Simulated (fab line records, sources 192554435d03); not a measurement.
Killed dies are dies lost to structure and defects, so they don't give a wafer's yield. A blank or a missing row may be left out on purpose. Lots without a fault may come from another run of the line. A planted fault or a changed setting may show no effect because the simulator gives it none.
A struck lot beside a sound one | flow n5_finfet | 16 steps out of a route of 1938
Sound: wafers L505.2, L505.3, L505.4. Struck: wafers L515.1, L515.3. (L515.2 of the same lot was not struck and is left out.) The cause comes at the end.
At each step with rows: each side's tool, then ch and its chambers, then its first start. Under that, the readings that differ: sound wafers | struck wafers | difference of the means | sigmas: that difference in standard deviations of wafers without a fault.
alike: readings whose means differ by less than 2 such deviations, and words and numbers that are the same on both sides. not compared: withheld readings, readings that some wafer has no value for, bounds like >300 that may hide the same value, and numbers for which the record gives no deviation and whose values overlap.
The two part at a step that has a row with sigmas, a row that says differs or no value, or rows on one side only. Numbers that don't overlap but have no deviation are shown without sigmas and don't part them. A reading that every wafer of one side lacks parts them only if that side has two wafers or more.

first, 1 step without rows for these wafers: N5_SD_EPI_N_STRIP_47 (strips in CHF3/O2).
N5_SD_EPI_N_SD_RECESS_17: chemistry HBr/Cl2/O2, target depth 41 nm, time 23.7 s, bt time 3 s.
  sound on rie_si-05 ch 0,1,3, day 4 05:47; struck on rie_si-05 ch 2,3, day 6 13:20
  alike: drypump_motor_current_A, mfc_cl2_sccm, oes_product_au, rf_fwd_power_W, throttle_valve_pct
  not compared: rf_hours_counter_h
N5_SD_EPI_N_STRIP_38: strips in N2/H2.
  sound on plasma_asher-02 ch 0,1, day 4 06:12; struck on plasma_asher-02 ch 1, day 6 13:25
  alike: drypump_motor_current_A, heater_power_w, oes_product_au
  not compared: rf_hours_counter_h
then, 4 steps without rows for these wafers: N5_SD_EPI_N_WET_ETCH_43 (etches SiO2 in dHF, time 14 s, target depth 1.5 nm); N5_SD_EPI_N_STRIP_18 (strips in SPM, time 750 s); N5_SD_EPI_N_SRD_20 (time 30 s); N5_SD_EPI_N_PRECLEAN_48 (cleans in NF3:NH3, afs cycles 2, time 20 s, sublimation time 60 s).
N5_SD_EPI_N_VAPOR_ETCH_50: etches Si in HCl, time 54 s.
  sound on epi_rpcvd-04 ch 0, day 4 06:58; struck on epi_rpcvd-03 ch 0, day 6 14:11
  alike: throttle_valve_pct
then, 1 step without rows for these wafers: N5_SD_EPI_N_EPI_21 (deposits Si:P, time 690 s).
N5_SD_EPI_N_EPI_MEAS_23:
  sound on film_metro-02, day 4 08:50; struck on film_metro-01, day 6 16:04
  alike: thk_nm
then, 2 steps without rows for these wafers: N5_SD_EPI_N_PRECLEAN_24 (cleans in O3/DIW, time 60 s); N5_SD_EPI_N_SRD_25 (time 30 s).
N5_SD_EPI_N_PRECLEAN_49: cleans in NF3:NH3, afs cycles 1, time 20 s, sublimation time 60 s.
  sound on remote_plasma-02 ch 1, day 4 08:58; struck on remote_plasma-01 ch 0, day 6 16:11
  reading    | sound    | struck        | difference | sigmas
  time_s (s) | 20 20 20 | 17.485 17.485 | -2.515     |
N5_SD_EPI_N_LINER_46: material SiNx, target thk 3 nm.
  sound on ald_sin-01 ch 1,2,3, day 4 09:08; struck on ald_sin-03 ch 1,3, day 6 17:11
  alike: heater_power_outer_w, heater_power_w
-- the record jumps here: 4 days lie between the struck wafers' starts before and after (it left off in module SD_EPI_N and takes up again in module BEOL_M4, whose first step shown is number 1111 of the route) --
N5_BEOL_M4_RC_MEAS_101:
  sound on prober-01 ch 0, day 8 22:09; struck on prober-01 ch 0, day 11 01:53
  alike: DIBL_N, DIBL_P, IOFF_N, IOFF_P, ION_N, ION_P, SS_N, SS_P, VT_N, VT_P
-- the record jumps here: 5 days lie between the struck wafers' starts before and after (it left off in module BEOL_M4 and takes up again in module PASSIVATION, whose first step shown is number 1936 of the route) --
N5_PASSIVATION_PROBE_49:
  sound on prober-02, day 13 05:28; struck on prober-02, day 15 14:47
  reading                  | sound          | struck    | difference | sigmas
  defect_limited_yield (%) | 91.9 93.1 95.0 | 90.2 88.7 | -3.9       | -3
  killed_at_front_end      | 28 27 15       | 52 68     | +37        | +3
  killed_dies              | 95 81 59       | 116 133   | +46        | +3
  killed_open              | 60 57 38       | 80 91     | +34        | +2
  sort_bin_5_function (%)  | 5.1 3.6 2.0    | 5.4 6.4   | +2.3       | +2
  sort_n_pass              | 1085 1099 1121 | 1064 1047 | -46        | -3
  sort_yield_pct (%)       | 91.9 93.1 95.0 | 90.2 88.7 | -3.9       | -3
  alike: killed_at_M0_to_M3, killed_at_M4_up, killed_at_contacts, killed_at_other, killed_short, sort_bin_6_memory, sort_bin_8_speed

WHERE THEY PART
Only at N5_PASSIVATION_PROBE_49, within this record.

WHY: what the simulator had put in
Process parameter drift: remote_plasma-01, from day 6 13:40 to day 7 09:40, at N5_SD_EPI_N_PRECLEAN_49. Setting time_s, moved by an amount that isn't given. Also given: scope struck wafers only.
